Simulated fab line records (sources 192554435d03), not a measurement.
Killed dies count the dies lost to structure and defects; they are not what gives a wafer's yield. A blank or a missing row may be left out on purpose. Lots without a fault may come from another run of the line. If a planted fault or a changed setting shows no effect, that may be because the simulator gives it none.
Which tool is to blame? -- flow n5 finfet -- 24 lots with 72 wafers sampled at 6 steps, on a route of 1938 steps

WHAT THE GAUGES SHOWED, per wafer
N5_BEOL_M14_INSPECT_12: inspects for defects (macro). Usual: raw defect count reads 2.2 (standard deviation 1.5).
lot,measured,on,raw defect count,flag
L074,day 11 04:31,defect inspect-02,3 0 3,
L077,day 12 01:29,defect inspect-01,0 2 1,
L075,day 12 09:40,defect inspect-01,3 3 5,
L079,day 12 15:53,defect inspect-01,2 4 1,
L078,day 12 16:41,defect inspect-02,1 2 1,
L076,day 12 20:11,defect inspect-02,2 1 4,
L082,day 14 00:09,defect inspect-01,2 2 0,
L081,day 14 02:19,defect inspect-02,3 2 6,
L083,day 14 05:09,defect inspect-02,2 1 3,
L080,day 14 09:28,defect inspect-01,3 5 6,
L085,day 14 09:42,defect inspect-01,1 1 2,
L084,day 14 11:38,defect inspect-01,3 1 2,
L086,day 15 00:29,defect inspect-01,1 1 0,
L090,day 15 06:17,defect inspect-02,1 3 1,
L087,day 16 01:08,defect inspect-01,1 2 2,
L088,day 16 01:38,defect inspect-01,3 4 2,
L089,day 16 04:35,defect inspect-02,2 3 1,
L091,day 16 05:21,defect inspect-01,3 4 2,
L092,day 17 09:58,defect inspect-02,3 1 4,
L094,day 17 21:57,defect inspect-02,3 0 1,
L093,day 18 02:32,defect inspect-02,3 0 6,
L097,day 18 12:16,defect inspect-01,5 0 1,
L096,day 18 12:33,defect inspect-01,3 2 3,
L095,day 18 15:28,defect inspect-02,2 1 3,

EACH LOT AND THE TOOL THAT RAN IT (in order: tool; ch and the chambers of the sampled wafers; start)
lot,N5_BEOL_M11_ALD_74,N5_BEOL_M11_ANNEAL_51,N5_BEOL_M13_ETCH_67,N5_BEOL_M13_ETCH_38,N5_BEOL_M13_ANNEAL_48
L074,"ald metal-01 ch 0,1,3, day 10 15:34","rtp anneal-01 ch 0, day 10 16:19","rie diel-02 ch 0,2,3, day 10 23:29","rie diel-05 ch 0,2,3, day 11 01:38","rtp anneal-01 ch 0, day 11 03:03"
L077,"ald metal-04 ch 0,2,3, day 11 12:23","rtp anneal-01 ch 0, day 11 14:38","rie diel-06 ch 0,3, day 11 21:45","rie diel-05 ch 0,1,3, day 11 23:05","rtp anneal-02 ch 0, day 12 00:02"
L075,"ald metal-04 ch 1,3, day 11 19:22","rtp anneal-01 ch 0, day 11 22:02","rie diel-06 ch 0,1,3, day 12 06:55","rie diel-02 ch 0,2,3, day 12 07:37","rtp anneal-02 ch 0, day 12 08:22"
L079,"ald metal-01 ch 0,2,3, day 12 04:08","rtp anneal-02 ch 0, day 12 04:51","rie diel-05 ch 0,1,2, day 12 12:58","rie diel-02 ch 0,1,2, day 12 13:42","rtp anneal-01 ch 0, day 12 14:32"
L078,"ald metal-01 ch 0,3, day 12 04:29","rtp anneal-02 ch 0, day 12 05:27","rie diel-05 ch 0,3, day 12 13:35","rie diel-02 ch 0,2,3, day 12 14:31","rtp anneal-02 ch 0, day 12 15:19"
L076,"ald metal-04 ch 0,3, day 12 05:01","rtp anneal-02 ch 0, day 12 05:53","rie diel-05 ch 1,2, day 12 15:38","rie diel-02 ch 0,3, day 12 17:56","rtp anneal-02 ch 0, day 12 18:47"
L082,"ald metal-02 ch 1,2,3, day 13 04:36","rtp anneal-02 ch 0, day 13 06:44","rie diel-02 ch 1,3, day 13 21:26","rie diel-05 ch 0,1,2, day 13 22:06","rtp anneal-02 ch 0, day 13 22:49"
L081,"ald metal-01 ch 0,1,3, day 13 06:11","rtp anneal-01 ch 0, day 13 07:04","rie diel-06 ch 0,1,3, day 13 21:40","rie diel-02 ch 0,1,3, day 13 22:19","rtp anneal-02 ch 0, day 14 01:07"
L083,"ald metal-04 ch 1,3, day 13 17:25","rtp anneal-01 ch 0, day 13 18:18","rie diel-06 ch 0,1, day 14 00:53","rie diel-06 ch 0,3, day 14 02:19","rtp anneal-01 ch 0, day 14 03:33"
L080,"ald metal-04 ch 0,1, day 13 17:55","rtp anneal-01 ch 0, day 13 19:29","rie diel-02 ch 0,1, day 14 04:57","rie diel-06 ch 0,1,3, day 14 06:56","rtp anneal-02 ch 0, day 14 08:04"
L085,"ald metal-01 ch 1,2,3, day 13 19:02","rtp anneal-01 ch 0, day 13 21:22","rie diel-06 ch 1,3, day 14 05:19","rie diel-05 ch 0,1,3, day 14 07:03","rtp anneal-02 ch 0, day 14 08:14"
L084,"ald metal-02 ch 0,3, day 13 19:15","rtp anneal-01 ch 0, day 13 21:47","rie diel-05 ch 0,3, day 14 05:35","rie diel-06 ch 0,1, day 14 07:46","rtp anneal-01 ch 0, day 14 10:26"
L086,"ald metal-01 ch 0,1,3, day 14 10:18","rtp anneal-02 ch 0, day 14 11:08","rie diel-06 ch 1,2,3, day 14 20:44","rie diel-05 ch 0,2,3, day 14 22:06","rtp anneal-01 ch 0, day 14 23:02"
L090,"ald metal-02 ch 0,1,2, day 14 17:02","rtp anneal-01 ch 0, day 14 18:23","rie diel-06 ch 0,1,3, day 15 01:04","rie diel-02 ch 0,2,3, day 15 03:34","rtp anneal-02 ch 0, day 15 04:58"
L087,"ald metal-01 ch 0,1,3, day 15 10:31","rtp anneal-02 ch 0, day 15 13:28","rie diel-06 ch 1,2,3, day 15 20:58","rie diel-02 ch 0,1,2, day 15 22:34","rtp anneal-02 ch 0, day 15 23:50"
L088,"ald metal-02 ch 0,1,3, day 15 10:50","rtp anneal-01 ch 0, day 15 13:35","rie diel-05 ch 0,1,2, day 15 21:21","rie diel-05 ch 0,1,2, day 15 23:07","rtp anneal-02 ch 0, day 16 00:11"
L089,"ald metal-01 ch 0,1,2, day 15 14:01","rtp anneal-02 ch 0, day 15 15:04","rie diel-05 ch 0,2, day 16 00:31","rie diel-06 ch 0,1,3, day 16 02:14","rtp anneal-02 ch 0, day 16 03:11"
L091,"ald metal-01 ch 1,2,3, day 15 14:29","rtp anneal-01 ch 0, day 15 17:38","rie diel-06 ch 0,1,3, day 16 01:43","rie diel-05 ch 0, day 16 02:47","rtp anneal-02 ch 0, day 16 03:56"
L092,"ald metal-02 ch 1,2,3, day 16 17:34","rtp anneal-01 ch 0, day 16 19:46","rie diel-06 ch 0,1,2, day 17 06:08","rie diel-02 ch 0,2,3, day 17 07:16","rtp anneal-01 ch 0, day 17 08:29"
L094,"ald metal-04 ch 0,1,3, day 17 06:27","rtp anneal-01 ch 0, day 17 07:28","rie diel-02 ch 1,2,3, day 17 16:20","rie diel-05 ch 0,2,3, day 17 19:18","rtp anneal-02 ch 0, day 17 20:28"
L093,"ald metal-02 ch 0,2,3, day 17 13:20","rtp anneal-01 ch 0, day 17 14:23","rie diel-05 ch 2,3, day 17 22:52","rie diel-05 ch 0,2,3, day 17 23:46","rtp anneal-02 ch 0, day 18 01:05"
L097,"ald metal-04 ch 1,3, day 17 17:04","rtp anneal-02 ch 0, day 17 19:06","rie diel-06 ch 0,2,3, day 18 05:32","rie diel-05 ch 0,2,3, day 18 09:31","rtp anneal-01 ch 0, day 18 10:51"
L096,"ald metal-02 ch 1,2,3, day 17 20:21","rtp anneal-02 ch 0, day 17 22:51","rie diel-02 ch 0,3, day 18 06:29","rie diel-05 ch 0,2,3, day 18 09:52","rtp anneal-01 ch 0, day 18 11:07"
L095,"ald metal-01 ch 0,1,3, day 18 00:06","rtp anneal-02 ch 0, day 18 02:21","rie diel-05 ch 1,2,3, day 18 11:37","rie diel-02 ch 0,2,3, day 18 12:59","rtp anneal-01 ch 0, day 18 14:05"
- N5_BEOL_M11_ALD_74: deposits TaN, target thk 2 nm, pulse time 2 s, purge time 3 s.
- N5_BEOL_M11_ANNEAL_51: time 90 s.
- N5_BEOL_M13_ETCH_67: etches SiARC in CF4, target depth 143 nm, time 238.3 s.
- N5_BEOL_M13_ETCH_38: etches SiCN in CF4/N2, target depth 67.5 nm, time 71.9 s.
- N5_BEOL_M13_ANNEAL_48: time 90 s.

WHAT THE TOOLS THEMSELVES READ (means of the sampled wafers that have a number; where no wafer has one, the mark that the record gives instead)
N5_BEOL_M11_ALD_74. Usual: heater power w 411 W, standard deviation 43; precursor vessel carrier sccm 1000.7 sccm, standard deviation 2.8.
lot,tool,heater power w (W),precursor vessel carrier sccm (sccm),flag
L074,ald metal-01,411,1001.9,
L077,ald metal-04,386,1000.8,
L075,ald metal-04,367,1003.7,
L079,ald metal-01,417,1000.0,
L078,ald metal-01,447,1000.7,
L076,ald metal-04,361,1000.0,
L082,ald metal-02,438,1002.7,
L081,ald metal-01,414,1003.0,
L083,ald metal-04,365,1003.3,
L080,ald metal-04,368,998.8,
L085,ald metal-01,383,999.6,
L084,ald metal-02,453,998.5,
L086,ald metal-01,408,1000.2,
L090,ald metal-02,455,1001.4,
L087,ald metal-01,407,1000.2,
L088,ald metal-02,449,1004.4,
L089,ald metal-01,418,1001.5,
L091,ald metal-01,388,998.6,
L092,ald metal-02,439,998.5,
L094,ald metal-04,351,999.6,
L093,ald metal-02,454,1002.3,
L097,ald metal-04,358,999.8,
L096,ald metal-02,435,1000.2,
L095,ald metal-01,411,1000.2,

N5_BEOL_M11_ANNEAL_51. Usual: anneal temp c max 226.4, standard deviation 0.51; wafer_temp_C_max 226.0, standard deviation 0.34.
lot,tool,anneal temp c max,wafer_temp_C_max,flag
L074,rtp anneal-01,226.5,225.9,
L077,rtp anneal-01,226.7,225.8,
L075,rtp anneal-01,227.0,225.7,
L079,rtp anneal-02,225.8,226.5,
L078,rtp anneal-02,226.2,226.4,
L076,rtp anneal-02,225.6,226.1,
L082,rtp anneal-02,225.9,226.0,
L081,rtp anneal-01,226.6,225.9,
L083,rtp anneal-01,226.9,225.6,
L080,rtp anneal-01,226.5,225.7,
L085,rtp anneal-01,226.7,225.8,
L084,rtp anneal-01,226.7,225.7,
L086,rtp anneal-02,225.9,226.3,
L090,rtp anneal-01,226.9,225.7,
L087,rtp anneal-02,226.0,226.2,
L088,rtp anneal-01,226.7,225.9,
L089,rtp anneal-02,225.8,225.9,
L091,rtp anneal-01,226.8,225.8,
L092,rtp anneal-01,226.6,225.9,
L094,rtp anneal-01,227.2,225.8,
L093,rtp anneal-01,226.3,225.6,
L097,rtp anneal-02,226.2,226.8,
L096,rtp anneal-02,226.0,226.3,
L095,rtp anneal-02,225.9,226.1,

N5_BEOL_M13_ETCH_67. Usual: drypump motor current A is 6.1 A with standard deviation 0.49, etch rf on time s is 238 s with standard deviation 7.6, oes product au is 0.67 a.u. with standard deviation 0.085, rf fwd power W is 543.1 W with standard deviation 1.4, rf vpp V is 183.8 V with standard deviation 1.2, showerhead plenum p Torr is 2.14 Torr with standard deviation 0.075, and throttle valve pct is 15.59 % with standard deviation 0.25.
lot,tool,drypump motor current A (A),etch rf on time s (s),oes product au (a.u.),rf fwd power W (W),rf vpp V (V),showerhead plenum p Torr (Torr),throttle valve pct (%),flag
L074,rie diel-02,6.3,238,0.62,542.7,183.0,2.10,15.79,
L077,rie diel-06,5.8,232,0.66,543.1,185.4,2.21,15.70,
L075,rie diel-06,5.9,234,0.66,544.7,185.0,2.15,15.56,
L079,rie diel-05,6.1,242,0.72,542.6,183.4,2.12,15.47,
L078,rie diel-05,5.5,239,0.65,543.1,183.8,2.15,15.60,
L076,rie diel-05,6.1,248,0.65,541.6,183.0,2.07,15.73,
L082,rie diel-02,6.0,247,0.60,541.3,183.3,2.15,15.72,
L081,rie diel-06,5.9,236,0.65,543.0,183.1,2.15,15.56,
L083,rie diel-06,6.0,242,0.65,544.1,182.4,2.09,15.41,
L080,rie diel-02,6.0,243,0.59,542.5,184.5,2.17,15.77,
L085,rie diel-06,5.7,239,0.61,542.3,183.4,2.10,15.57,
L084,rie diel-05,5.7,234,0.70,543.3,183.8,2.16,15.44,
L086,rie diel-06,6.0,237,0.69,542.0,184.6,2.18,15.61,
L090,rie diel-06,5.9,237,0.65,541.2,184.0,2.14,15.59,
L087,rie diel-06,6.0,238,0.67,542.9,184.8,2.18,15.61,
L088,rie diel-05,6.2,241,0.68,543.5,183.9,2.11,15.51,
L089,rie diel-05,6.2,235,0.73,543.2,182.7,2.16,15.27,
L091,rie diel-06,5.9,235,0.64,542.9,183.9,2.14,15.60,
L092,rie diel-06,6.3,240,0.70,543.5,184.1,2.17,15.49,
L094,rie diel-02,6.0,240,0.65,544.1,184.0,2.10,15.66,
L093,rie diel-05,5.7,234,0.78,542.7,183.9,2.12,15.37,
L097,rie diel-06,6.2,229,0.70,543.1,184.3,2.22,15.65,
L096,rie diel-02,6.5,240,0.60,543.8,182.8,2.08,15.89,
L095,rie diel-05,5.9,233,0.79,543.1,184.1,2.17,15.41,

N5_BEOL_M13_ETCH_38. Usual: drypump motor current A is 6.0 A with standard deviation 0.49, n2 flow sccm is 60.00 sccm with standard deviation 0.18, oes product au is 0.78 a.u. with standard deviation 0.099, rf fwd power W is 427.9 W with standard deviation 1.3, rf vpp V is 382.0 V with standard deviation 1.7, showerhead plenum p Torr is 2.19 Torr with standard deviation 0.06, and throttle valve pct is 15.42 % with standard deviation 0.27.
lot,tool,drypump motor current A (A),n2 flow sccm (sccm),oes product au (a.u.),rf fwd power W (W),rf vpp V (V),showerhead plenum p Torr (Torr),throttle valve pct (%),flag
L074,rie diel-05,6.0,60.21,0.77,428.1,381.8,2.21,15.39,
L077,rie diel-05,5.6,59.89,0.76,428.3,381.6,2.18,15.47,
L075,rie diel-02,6.3,59.94,0.72,427.2,381.4,2.16,15.65,
L079,rie diel-02,6.0,59.90,0.70,426.3,382.3,2.21,15.63,
L078,rie diel-02,6.3,60.01,0.72,428.0,380.9,2.16,15.66,
L076,rie diel-02,6.5,60.19,0.73,427.2,381.3,2.16,15.67,
L082,rie diel-05,6.1,60.04,0.81,426.0,382.1,2.17,15.32,
L081,rie diel-02,6.2,59.94,0.71,428.0,381.8,2.19,15.63,
L083,rie diel-06,5.9,60.07,0.76,428.2,383.7,2.27,15.54,
L080,rie diel-06,6.0,60.25,0.75,430.1,381.7,2.21,15.40,
L085,rie diel-05,5.6,60.02,0.73,426.9,381.2,2.18,15.50,
L084,rie diel-06,6.3,59.92,0.81,428.0,381.1,2.20,15.26,
L086,rie diel-05,6.0,60.04,0.81,428.2,382.5,2.20,15.27,
L090,rie diel-02,6.3,60.16,0.81,426.3,381.0,2.15,15.53,
L087,rie diel-02,6.0,59.88,0.78,428.5,382.2,2.20,15.52,
L088,rie diel-05,6.2,59.84,0.80,426.3,379.9,2.17,15.35,
L089,rie diel-06,5.9,59.92,0.74,427.7,381.9,2.21,15.42,
L091,rie diel-05,6.0,59.84,0.84,426.7,384.5,2.24,15.08,
L092,rie diel-02,6.3,59.93,0.79,427.7,381.0,2.15,15.56,
L094,rie diel-05,5.9,60.13,0.88,427.3,382.7,2.19,15.15,
L093,rie diel-05,6.0,60.04,0.87,429.2,382.2,2.19,15.16,
L097,rie diel-05,6.0,60.07,0.87,427.8,381.9,2.19,15.16,
L096,rie diel-05,5.9,60.02,0.87,427.6,382.0,2.19,15.16,
L095,rie diel-02,6.3,60.03,0.78,428.3,381.4,2.14,15.58,

N5_BEOL_M13_ANNEAL_48. Usual: anneal temp c max 226.2, standard deviation 0.45; wafer_temp_C_max 226.1, standard deviation 0.39.
lot,tool,anneal temp c max,wafer_temp_C_max,flag
L074,rtp anneal-01,226.7,225.8,
L077,rtp anneal-02,225.9,226.1,
L075,rtp anneal-02,225.8,226.4,
L079,rtp anneal-01,226.7,225.9,
L078,rtp anneal-02,226.0,226.2,
L076,rtp anneal-02,225.9,226.5,
L082,rtp anneal-02,225.9,226.5,
L081,rtp anneal-02,226.1,226.5,
L083,rtp anneal-01,226.8,225.9,
L080,rtp anneal-02,226.2,226.4,
L085,rtp anneal-02,225.7,226.2,
L084,rtp anneal-01,227.1,225.6,
L086,rtp anneal-01,226.7,225.9,
L090,rtp anneal-02,226.0,226.5,
L087,rtp anneal-02,226.1,225.9,
L088,rtp anneal-02,226.1,226.1,
L089,rtp anneal-02,225.8,226.5,
L091,rtp anneal-02,225.9,226.5,
L092,rtp anneal-01,226.9,225.9,
L094,rtp anneal-02,225.9,226.3,
L093,rtp anneal-02,226.0,226.3,
L097,rtp anneal-01,226.9,225.8,
L096,rtp anneal-01,226.4,225.6,
L095,rtp anneal-01,226.8,226.2,

THE ANSWER, worked out from the rows above alone
Rule: take the mean of a lot's wafers that have a number; if it is more than 3 standard deviations from the usual mean, the lot is off. A lot without any number at a reading at which 4 lots or more have one is off too. The other lots that the step has rows for count as sound. The gauges are gone through in route order, then the tools' own readings, and for those a lot's mean is taken as printed above. At the first step where some lot is off, the reading lying furthest off is the one used; lots without a number count as furthest.
Nothing can be told from this: no lot is off at any reading shown.

WHAT WAS PUT IN BY THE SIMULATOR
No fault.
